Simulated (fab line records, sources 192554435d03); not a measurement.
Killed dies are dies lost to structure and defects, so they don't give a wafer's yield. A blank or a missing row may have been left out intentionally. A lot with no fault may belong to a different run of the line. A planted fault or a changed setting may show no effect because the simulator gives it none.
Chamber matching :: flow n5Finfet :: rieDiel-06 running N5_BEOL_M7_ETCH_72: 4 sister chambers
The step etches underlayer in N2/H2, target depth 6.5 nm, time 5.2 s. 4 wafers are shown with their chamber, then 11 later ones without.

WAFERS, EACH WITH ITS CHAMBER
wafer: L081.4
chamber: 1
showerheadPlenumPTorr (Torr): 2.54

wafer: L088.2
chamber: 0
showerheadPlenumPTorr (Torr): 2.40

wafer: L088.6
chamber: 2
showerheadPlenumPTorr (Torr): 2.42

wafer: L089.1
chamber: 3
showerheadPlenumPTorr (Torr): 2.43

WAFERS WHOSE CHAMBER IS MISSING
wafer: L089.4
showerheadPlenumPTorr (Torr): 2.42

wafer: L089.6
showerheadPlenumPTorr (Torr): 2.43

wafer: L090.1
showerheadPlenumPTorr (Torr): 2.42

wafer: L090.3
showerheadPlenumPTorr (Torr): 2.53

wafer: L090.4
showerheadPlenumPTorr (Torr): 2.40

wafer: L091.2
showerheadPlenumPTorr (Torr): 2.53

wafer: L091.4
showerheadPlenumPTorr (Torr): 2.42

wafer: L091.5
showerheadPlenumPTorr (Torr): 2.43

wafer: L097.1
showerheadPlenumPTorr (Torr): 2.41

wafer: L097.4
showerheadPlenumPTorr (Torr): 2.43

wafer: L097.5
showerheadPlenumPTorr (Torr): 2.41

EACH ONE'S CHAMBER
wafer: L089.4
from the rows above: can't be placed: 2 or 3
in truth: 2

wafer: L089.6
from the rows above: can't be placed: 3 or 2
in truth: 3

wafer: L090.1
from the rows above: can't be placed: 2 or 3
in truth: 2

wafer: L090.3
from the rows above: 1
in truth: 1

wafer: L090.4
from the rows above: 0
in truth: 0

wafer: L091.2
from the rows above: 1
in truth: 1

wafer: L091.4
from the rows above: can't be placed: 2 or 3
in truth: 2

wafer: L091.5
from the rows above: can't be placed: 3 or 2
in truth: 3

wafer: L097.1
from the rows above: can't be placed: 2 or 0 or 3
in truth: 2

wafer: L097.4
from the rows above: can't be placed: 3 or 2
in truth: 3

wafer: L097.5
from the rows above: can't be placed: 2 or 0 or 3
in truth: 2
Placed correctly: 3 of 11. Not placeable from these rows: 8 (in 8, the candidates include the true chamber). Placed wrongly: 0.
How it was worked out, from the rows above alone: a wafer's distance from a chamber is the root of the sum, over the readings, of the square of ((its reading less the chamber's mean) divided by the reading's scatter). The wafer belongs to the nearest chamber; if the next one is less than 2 further off, it can't be placed. For every chamber, the mean is computed from those of its wafers that are shown. The scatter (one wafer shown for each chamber): square how far every hidden wafer sits from the nearest shown wafer, average those squares and take the square root.
